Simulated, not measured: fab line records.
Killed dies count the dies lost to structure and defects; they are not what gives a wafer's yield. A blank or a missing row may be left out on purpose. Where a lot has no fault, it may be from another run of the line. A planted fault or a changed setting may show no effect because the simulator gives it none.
Problem report, 8D (eight disciplines) form, completed by code -- flow n5_finfet -- the parts of the form that need people (team, actions taken, sign-off) are left out

== 1. THE ISSUE ==
spin_speed_rpm at N5_BEOL_M5_COAT_60 reads a mean of 1643.8 rpm on 6 wafers of 2 lots; wafers without a fault read 1499.9 rpm with a standard deviation of 0.98. So: +99 or more standard deviations from the usual mean.
The step: time 60 s, resist thk 12 nm.
First observed at day 10 13:50: wafer L911.1, on litho_track-05. Wafers with a number at this step in the record: 30, from 10 lots. Rule for "out", or "out of limits": more than 4 standard deviations from the usual mean. Any other wafer with a number is counted as sound.

== 2. WHAT IT IS; WHAT IT IS NOT ==
question,is,is not
which readings at this step,spin_speed_rpm,-
which lots,"L911, L913","L902, L908, L909, L920, L921, L922, L923, L924"
which wafers of those lots,all that have a number,-
read on which tools,litho_track-05,"litho_track-01, litho_track-03"
when,from day 10 13:50,"up to then (9 sound wafers); but 15 sound wafers of L920, L921, L922, L923, L924 came after"

== 3. SUSPECTS, AND WHAT RULES EACH OUT ==
Counting: a tool at any process step up to the reading remains a suspect when it ran all the lots that are out and ran no sound lot after the first of those.
- litho_track-05 at N5_BEOL_M5_COAT_60 (time 60 s, resist thk 12 nm): ruled out as a lasting fault. Sound lots L922, L924 ran on it after its first lot that is out, L911 (day 10 13:50).
Left after counting: nothing in the record.

== 4. THE CAUSE (what the simulator had put in) ==
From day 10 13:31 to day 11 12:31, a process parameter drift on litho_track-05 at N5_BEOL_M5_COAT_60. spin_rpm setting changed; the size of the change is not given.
Counting ruled it out, wrongly.

== 5. SEQUENCE OF EFFECTS, ordered by route ==
Each row: a reading where the mean over the struck wafers with a number is more than 3 standard deviations away from the usual. Only readings for which the record gives a usual standard deviation are gone through. hours: the time from each lot's start at the first step in this table that gives one to its start at this step, as a median over the lots. sigmas: the change in usual standard deviations.
hours,step,reading,usual,on struck wafers,change,sigmas
0,N5_BEOL_M5_COAT_60,spin_speed_rpm,1499.9 rpm,1643.8,+143.9,+99 or more
It contains these process steps:
- N5_BEOL_M5_COAT_60: time 60 s, resist thk 12 nm.

== 6. HOW IT WOULD HAVE BEEN CAUGHT EARLIER ==
First out-of-limits reading in this record: day 10 13:50, which is 0 hours after fault onset at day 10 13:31.
